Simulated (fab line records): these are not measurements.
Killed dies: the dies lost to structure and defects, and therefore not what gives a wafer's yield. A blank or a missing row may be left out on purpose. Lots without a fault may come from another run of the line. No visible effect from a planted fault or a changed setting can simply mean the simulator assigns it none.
Chamber matching ; flow nandHarc ; NHARC_A_ZERO_WELL_ETCH_19 on rieDiel-02: 4 sister chambers
The step etches the open film in N2/H2, target depth 80 nm, overetch 24 nm, time 87.88 s. 8 wafers are shown with their chamber, then 12 later ones without.

## WAFERS PAIRED WITH THEIR CHAMBERS
wafer;chamber;drypumpMotorCurrentA (A);rfVppV (V)
L089.5;2;5.95;427.4
L090.2;3;6.08;433.7
L091.2;3;6.09;433.7
L091.3;1;5.78;427.6
L091.4;2;5.95;427.8
L092.2;0;6.00;433.5
L092.4;1;5.78;428.5
L092.6;0;6.00;433.3

## WAFERS WITHOUT THEIR CHAMBER
wafer;drypumpMotorCurrentA (A);rfVppV (V)
L093.1;6.01;433.1
L093.2;6.11;433.8
L093.5;6.00;432.4
L094.1;6.01;433.0
L094.2;6.11;434.6
L094.3;5.96;429.2
L095.1;5.96;432.9
L095.2;5.95;428.1
L095.6;5.77;427.0
L096.1;5.81;429.5
L096.4;6.10;433.8
L096.6;6.09;433.6

## WHICH CHAMBER EACH ONE RAN IN
wafer;from the rows above;in truth
L093.1;0;0
L093.2;3;3
L093.5;0;0
L094.1;0;0
L094.2;3;3
L094.3;2;2
L095.1;0;0
L095.2;2;2
L095.6;1;1
L096.1;1;1
L096.4;3;3
L096.6;3;3
Placed correctly: 12 of 12. Number that these rows cannot place: 0. Wrongly placed: 0.
How it was worked out, from the rows above alone: a wafer's distance from a chamber is the root of the sum, over the readings, of the square of ((its reading less the chamber's mean) divided by the reading's scatter). If the next closest chamber is less than 2 further off than the closest, the wafer can't be placed; otherwise it belongs to the closest. The mean given for a chamber averages the wafers shown for that chamber. The scatter: take each reading less its chamber's mean, square it, sum over the shown wafers, divide by the number of wafers less the number of chambers, and take the root.
